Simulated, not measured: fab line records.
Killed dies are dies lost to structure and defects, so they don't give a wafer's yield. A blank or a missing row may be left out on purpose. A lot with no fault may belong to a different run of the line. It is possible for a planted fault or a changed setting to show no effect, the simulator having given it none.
A struck lot beside a sound one | flow nand-harc | 13 steps out of a route of 1302
Sound: these wafers, L212.1, L212.5, L212.6. Struck: wafers L219.3, L219.5, L219.6. The cause is given at the end.
Each step with rows lists, per side, the tool, then ch with its chambers, then its first start. Under that, the readings that differ: sound wafers | struck wafers | difference of the means | sigmas: that difference in standard deviations of wafers without a fault.
alike: readings whose means differ by less than 2 such deviations, and words and numbers that are the same on both sides. not compared: withheld readings, readings that some wafer has no value for, bounds like >300 that may hide the same value, and numbers for which the record gives no deviation and whose values overlap.
A row with sigmas, a row that says differs or no value, or rows on one side alone: a step with any of these is where the two part. Numbers that don't overlap but have no deviation are shown without sigmas and don't part them. Lack of a reading on every wafer of one side parts them only where that side has two or more wafers.

first, 1 step without rows for these wafers: NHARC_P_BONDPAD_SRD_31 (time 30 s, dry time 20 s).
NHARC_A_START_INSPECT_01:
  sound: defect-inspect-01 at day 8 12:29; struck: defect-inspect-01 at day 11 03:25
  alike: raw-defect-count
then, 10 steps without rows for these wafers: NHARC_A_ZERO_WELL_PRECLEAN_00 (cleans in SPM, time 600 s); NHARC_A_ZERO_WELL_SRD_01; NHARC_A_ZERO_WELL_DEHYDRATE_02 (time 120 s); NHARC_A_ZERO_WELL_HMDS_03 (time 30 s); NHARC_A_ZERO_WELL_COAT_18 (time 65 s); NHARC_A_ZERO_WELL_COAT_04 (resist thk 600 nm); NHARC_A_ZERO_WELL_SOFTBAKE_05 (time 70 s); NHARC_A_ZERO_WELL_EBR_06; NHARC_A_ZERO_WELL_EXPOSE_07 (exposes mask A ZERO); NHARC_A_ZERO_WELL_PEB_08 (peb time 80 s).
NHARC_A_ZERO_WELL_DEVELOP_09: time 50 s.
  struck on litho-track-07, day 11 04:00; sound on litho-track-07 ch 0, day 8 13:00
  no value came back on the struck wafers for chill-plate-temp-C (C), developer-temp-C (C); on the sound wafers chill-plate-temp-C (C) reads 22.94 22.94 22.88

## WHERE THEY PART
NHARC_A_ZERO_WELL_DEVELOP_09 only, going by this record.

WHY: the cause the simulator had injected
Entire step skipped (litho-track-07, NHARC_A_ZERO_WELL_DEVELOP_09), from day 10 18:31 onward. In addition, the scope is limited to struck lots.
